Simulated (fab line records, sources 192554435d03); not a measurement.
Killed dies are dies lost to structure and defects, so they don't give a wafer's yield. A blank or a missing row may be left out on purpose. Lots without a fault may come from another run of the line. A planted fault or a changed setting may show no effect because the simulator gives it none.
fab line records | flow n5_finfet | part 2 of 2: steps 18 to 27 of 27
record lots=5 wafers=15 last_day=20
route steps=1938 shown BEOL_M6@1203
lots that met no fault: from a run of the same line without faults
start_h: hours from the record's first day to the start of the lot's first wafer shown | wait_h: hours since the lot's step before | " the same as in the row above | L1.1+2: a row that stands for several wafers | - no value, or no start given | * or withheld: withheld | < > ~ a bound
route shown NAME@n: a module of which the file shows steps, and the number in the route of the first | usual: mean/standard deviation of fault-free wafers | same: alike in all rows | chamber/n: place in a boat | sites: the reading at each site | _std_site: their standard deviation | _edge_site: outer sites' mean less inner sites' | radius_mm: how far each site lies from the wafer's centre | mask NAME#n: copy n | behind: the tool/chamber that last shaped the wafer | hold: why the lot was held/for how many hours/how that ended | device: the transistor (n, p or np) that didn't switch | end of line: the same wafers' tests at the end of the route | a step without rows: its recipe alone | killed: dies lost to structure and defects at the first sort, not the wafer's yield | map: a wafer's dies, x killed, . not, _ none there
set.NAME: the setting as run; set.NAME@STEP: as run at that earlier step | model.NAME: the simulator's own value behind a step, which no gauge read
lots at some steps of the route; a table a step, a row a wafer
services: from which hour (start_h, from the record's first day; less than 0 if before it) a tool's chamber was out of use, for how many hours, and why
## steps
# step N5_BEOL_M6_COAT_71
# recipe resist=underlayer temp_c=205 time_s=60 spin_rpm=1500 resist_thk_nm=5
# usual chill_plate_temp_C=23.00/0.098 dispense_pressure_kPa=49.4/1.2
# columns lot.wafer tool chamber start_h wait_h chill_plate_temp_C dispense_pressure_kPa
L080.2 litho_track-02 0 - - 23.06 49.7
L080.3 " 0 " " 22.84 49.8
L080.4 " 0 " " 23.04 49.7
L085.2 litho_track-03 0 - - 23.11 50.3
L085.3 " 0 " " 23.11 50.3
L085.6 " 0 " " 23.13 50.3
L086.1 litho_track-05 0 - - 23.12 47.6
L086.2 " 0 " " 22.98 47.6
L086.6 " 0 " " 23.02 47.6
L094.2 litho_track-03 0 - - 22.93 50.2
L094.3 " 0 " " 23.06 50.3
L094.5 " 0 " " 23.06 50.2
L096.1 litho_track-03 0 - - 23.01 50.3
L096.2 " 0 " " 23.09 50.2
L096.6 " 0 " " 22.96 50.2
# step N5_BEOL_M6_COAT_22
# recipe resist=CAR-EUV spin_rpm=1500 resist_thk_nm=30
# usual chill_plate_temp_C=23.00/0.11 dispense_pressure_kPa=49.4/1.2
# columns lot.wafer tool chamber start_h wait_h chill_plate_temp_C dispense_pressure_kPa
L080.2 litho_track-02 0 - - 23.01 49.7
L080.3 " 0 " " 23.00 49.7
L080.4 " 0 " " 22.87 49.7
L085.2 litho_track-03 0 - - 23.04 50.3
L085.3 " 0 " " 23.11 50.3
L085.6 " 0 " " 23.15 50.3
L086.1 litho_track-05 0 - - 23.07 47.6
L086.2 " 0 " " 23.03 47.6
L086.6 " 0 " " 23.10 47.6
L094.2 litho_track-03 0 - - 23.04 50.3
L094.3 " 0 " " 23.12 50.3
L094.5 " 0 " " 23.13 50.3
L096.1 litho_track-03 0 - - 23.07 50.3
L096.2 " 0 " " 22.91 50.4
L096.6 " 0 " " 22.90 50.3
# step N5_BEOL_M6_EBR_24
# recipe solvent=PGMEA ebr_width_mm=1.5
# usual chill_plate_temp_C=23.03/0.11
# columns lot.wafer tool chamber start_h wait_h chill_plate_temp_C
L080.2 litho_track-02 0 - - 23.02
L080.3 " 0 " " 23.11
L080.4 " 0 " " 23.10
L085.2 litho_track-03 0 - - 23.05
L085.3 " 0 " " 22.92
L085.6 " 0 " " 22.96
L086.1 litho_track-05 0 - - 22.87
L086.2 " 0 " " 22.81
L086.6 " 0 " " 22.74
L094.2 litho_track-03 0 - - 23.06
L094.3 " 0 " " 23.07
L094.5 " 0 " " 23.07
L096.1 litho_track-03 0 - - 23.08
L096.2 " 0 " " 23.00
L096.6 " 0 " " 23.02
# step N5_BEOL_M6_SOFTBAKE_23
# recipe temp_c=110 time_s=60 resist=CAR-EUV
# usual chill_plate_temp_C=23.03/0.11
# columns lot.wafer tool chamber start_h wait_h chill_plate_temp_C
L080.2 litho_track-02 0 - - 23.03
L080.3 " 0 " " 23.01
L080.4 " 0 " " 23.00
L085.2 litho_track-03 0 - - 22.91
L085.3 " 0 " " 22.89
L085.6 " 0 " " 22.98
L086.1 litho_track-05 0 - - 22.91
L086.2 " 0 " " 23.08
L086.6 " 0 " " 23.12
L094.2 litho_track-03 0 - - 22.94
L094.3 " 0 " " 22.90
L094.5 " 0 " " 22.98
L096.1 litho_track-03 0 - - 23.11
L096.2 " 0 " " 23.08
L096.6 " 0 " " 23.21
# step N5_BEOL_M6_EXPOSE_25
# recipe mask_id=V5 na=0.33 source_shape=annular sigma_inner=0.4 sigma_outer=0.8 polarization=unpolarized target_cd_nm=40 dose_mj=45
# same sigma_inner=0.4 sigma_outer=0.8
# columns lot.wafer tool chamber start_h wait_h mask
L080.2+3+4 euv_scanner-01 0 317.89 - V5#0
L085.2+3+6 euv_scanner-01 0 336.99 - V5#0
L086.1+2+6 euv_scanner-01 0 366.62 - V5#0
L094.2+3+5 euv_scanner-02 0 388.43 - V5#0
L096.1+2+6 euv_scanner-02 0 390.74 - V5#0
# step N5_BEOL_M6_PEB_26
# recipe peb_temp_c=100 peb_time_s=60 resist=CAR-EUV
# usual chill_plate_temp_C=22.98/0.097
# columns lot.wafer tool chamber start_h wait_h chill_plate_temp_C
L080.2 litho_track-05 0 317.95 0.1 22.86
L080.3 " 0 " " 22.95
L080.4 " 0 " " 23.05
L085.2 litho_track-03 0 337.05 0.1 22.94
L085.3 " 0 " " 23.20
L085.6 " 0 " " 23.11
L086.1 litho_track-02 0 366.68 0.1 22.98
L086.2 " 0 " " 22.97
L086.6 " 0 " " 23.01
L094.2 litho_track-03 0 388.49 0.1 23.17
L094.3 " 0 " " 22.95
L094.5 " 0 " " 23.10
L096.1 litho_track-02 0 390.81 0.1 23.13
L096.2 " 0 " " 23.00
L096.6 " 0 " " 22.95
# step N5_BEOL_M6_DEVELOP_27
# recipe develop_time_s=30 developer=TMAH resist=CAR-EUV rinse_liquid=surfactant_rinse dry=air_spin dev_temp_c=23
# usual chill_plate_temp_C=22.98/0.13
# columns lot.wafer tool chamber start_h wait_h chill_plate_temp_C
L080.2 litho_track-05 0 - - 22.87
L080.3 " 0 " " 22.96
L080.4 " 0 " " 23.03
L085.2 litho_track-03 0 - - 22.74
L085.3 " 0 " " 22.76
L085.6 " 0 " " 22.64
L086.1 litho_track-02 0 - - 23.11
L086.2 " 0 " " 23.00
L086.6 " 0 " " 22.98
L094.2 litho_track-03 0 - - 23.08
L094.3 " 0 " " 22.93
L094.5 " 0 " " 22.86
L096.1 litho_track-02 0 - - 22.90
L096.2 " 0 " " 22.86
L096.6 " 0 " " 22.98
# step N5_BEOL_M6_CD_MEAS_28
# recipe target_cd_nm=40 landing_energy_ev=500 detector=se_inlens
# usual cd_nm=40.06/0.25
# columns lot.wafer tool chamber start_h wait_h cd_nm
L080.2 cd_sem-03 0 318.02 - 40.56
L080.3 " 0 " " 39.66
L080.4 " 0 " " 39.92
L085.2 cd_sem-03 0 337.11 - 39.82
L085.3 " 0 " " 39.90
L085.6 " 0 " " 39.97
L086.1 cd_sem-03 0 366.75 - 40.08
L086.2 " 0 " " 39.80
L086.6 " 0 " " 40.20
L094.2 cd_sem-02 0 388.56 - 39.80
L094.3 " 0 " " 40.04
L094.5 " 0 " " 40.01
L096.1 cd_sem-01 0 390.88 - 40.02
L096.2 " 0 " " 39.77
L096.6 " 0 " " 39.84
# step N5_BEOL_M6_OVL_MEAS_29
# recipe points_per_wafer=522
# usual V5_OVL=-0.1/0.79
# columns lot.wafer tool chamber start_h wait_h V5_OVL[nm]
L080.2 overlay-01 0 318.06 0.0 0.6
L080.3 " 0 " " -0.4
L080.4 " 0 " " 0.8
L085.2 overlay-01 0 337.15 0.0 -0.2
L085.3 " 0 " " -0.6
L085.6 " 0 " " 0.5
L086.1 overlay-02 0 366.78 0.0 -1.3
L086.2 " 0 " " 0.4
L086.6 " 0 " " 0.2
L094.2 overlay-02 0 388.59 0.0 0.1
L094.3 " 0 " " -0.6
L094.5 " 0 " " -1.4
L096.1 overlay-02 0 390.94 0.1 -1.1
L096.2 " 0 " " -2.0
L096.6 " 0 " " -1.5
# step N5_BEOL_M6_INSPECT_30
# recipe mode=adi inspect_instrument=brightfield
# usual raw_defect_count=399/79
# columns lot.wafer tool chamber start_h wait_h raw_defect_count
L080.2 defect_inspect-01 - 318.11 0.0 346
L080.3 " - " " 347
L080.4 " - " " 309
L085.2 defect_inspect-01 - 337.20 0.0 435
L085.3 " - " " 332
L085.6 " - " " 361
L086.1 defect_inspect-02 - 366.84 0.1 485
L086.2 " - " " 422
L086.6 " - " " 377
L094.2 defect_inspect-01 - 388.65 0.0 568
L094.3 " - " " 539
L094.5 " - " " 411
L096.1 defect_inspect-01 - 391.00 0.1 315
L096.2 " - " " 360
L096.6 " - " " 531
## services
# columns tool chamber start_h hours kind
euv_scanner-01 - 292.44 1.0 pm
arfi_scanner-03 - 296.37 4.9 pm
arfi_scanner-02 - 300.81 0.9 repair
arfi_scanner-02 - 305.17 4.4 repair
litho_track-02 - 306.44 - consumable_replace:filter
euv_scanner-02 - 307.50 1.0 repair
rie_metal-01 - 313.21 2.8 pm
euv_scanner-02 - 313.55 31.3 repair
arfi_scanner-02 - 324.72 1.3 pm
arfi_scanner-01 - 329.40 1.3 pm
rie_diel-05 2 330.50 5.1 repair
arfi_scanner-02 - 336.42 2.1 repair
rie_diel-05 3 337.74 - clean
rie_diel-05 3 337.74 - consumable_replace:focus_ring
euv_scanner-02 - 344.90 1.0 pm
arfi_scanner-03 - 348.15 1.0 pm
euv_scanner-01 - 348.59 1.0 pm
arfi_scanner-02 - 354.22 1.0 pm
arfi_scanner-01 - 359.97 1.0 pm
arfi_scanner-03 - 363.17 0.8 pm
euv_scanner-02 - 372.84 1.0 pm
rie_diel-02 2 383.45 6.2 repair
rie_metal-02 - 384.25 0.3 repair
arfi_scanner-01 - 384.85 0.8 pm
